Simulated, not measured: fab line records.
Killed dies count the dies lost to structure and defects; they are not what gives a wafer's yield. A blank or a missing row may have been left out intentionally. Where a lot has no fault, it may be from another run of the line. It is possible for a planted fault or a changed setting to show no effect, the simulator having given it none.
The tool behind it: which one? | flow nand harc | 6 lots, 16 wafers sampled, at 6 steps of a route of 1159

== WHAT THE GAUGES SHOWED, per wafer ==
NHARC_END_SORT_01.
lot  | measured     | on        | killed at array
L957 | day 25 06:53 | prober-01 | 104

== WHAT TOOL EACH LOT RAN ON (gives the tool, then ch and the chambers of the sampled wafers, and finally the start) ==
lot  | NHARC_A_STAIRCASE_TRIM_235         | NHARC_A_STAIRCASE_DEP_417       | NHARC_A_STAIRCASE_STRIP_446          | NHARC_A_SGD_CUT_DEP_00          | NHARC_A_SGD_CUT_ETCH_58
L940 | rie diel-03 ch 0,1,3, day 11 23:06 | pecvd-02 ch 0,1, day 12 15:53   | plasma asher-01 ch 0,1, day 14 05:37 | pecvd-04 ch 0,1,2, day 14 08:21 | rie diel-06 ch 2,3, day 14 09:19
L942 | rie diel-03 ch 0,1,3, day 12 09:37 | pecvd-01 ch 0,2, day 13 02:58   | plasma asher-01 ch 0,1, day 14 16:57 | pecvd-02 ch 0,2, day 14 19:58   | rie diel-12 ch 0,1,2, day 14 20:58
L944 | rie diel-09 ch 0,1,2, day 12 13:13 | pecvd-02 ch 0,2, day 13 06:28   | plasma asher-02 ch 0,1, day 14 17:01 | pecvd-02 ch 0,2, day 14 20:10   | rie diel-06 ch 2,3, day 14 21:00
L946 | rie diel-03 ch 0,1,2, day 13 08:01 | pecvd-01 ch 0,1,2, day 14 07:38 | plasma asher-01 ch 0,1, day 16 04:55 | pecvd-02 ch 0,1, day 16 07:37   | rie diel-05 ch 0,1,2, day 16 08:28
L949 | rie diel-02 ch 0,1, day 14 10:00   | pecvd-01 ch 0,1,2, day 15 02:11 | plasma asher-02 ch 0,1, day 16 22:58 | pecvd-03 ch 1,2, day 17 01:37   | rie diel-05 ch 0,1,3, day 17 02:29
L957 | rie diel-03 ch 3, day 15 18:05     | pecvd-01 ch 0, day 16 15:38     | plasma asher-01 ch 0, day 18 07:03   | pecvd-04 ch 2, day 18 13:53     | rie diel-05 ch 1, day 18 19:14
- NHARC_A_STAIRCASE_TRIM_235: chemistry O2, time 211.2 s.
- NHARC_A_STAIRCASE_DEP_417: deposits Si3N4, target thk 60 nm.
- NHARC_A_STAIRCASE_STRIP_446: strips in O2.
- NHARC_A_SGD_CUT_DEP_00: deposits SiNx, target thk 50 nm.
- NHARC_A_SGD_CUT_ETCH_58: etches the open film in CF4, target depth 39 nm, time 65 s.

== THE ANSWER, worked out from the rows above alone ==
Rule: the usual values come from the lots themselves. Put in order of their means at a reading, lots are off if they are a third of the lots or fewer, leave a main group of 4 or more, and stand apart from it by a gap of 3 or more times the standard deviation of the main group's means; of several such gaps the widest counts. A main group whose means are all the same, to the digits that the tables above print for the reading, isn't used. A lot without any number at a reading at which 4 lots or more have one is off too. The other lots that the step has rows for count as sound.
Across all readings shown, no lot is off: no conclusion can be drawn from this.

== WHAT HAD BEEN PUT IN BY THE SIMULATOR ==
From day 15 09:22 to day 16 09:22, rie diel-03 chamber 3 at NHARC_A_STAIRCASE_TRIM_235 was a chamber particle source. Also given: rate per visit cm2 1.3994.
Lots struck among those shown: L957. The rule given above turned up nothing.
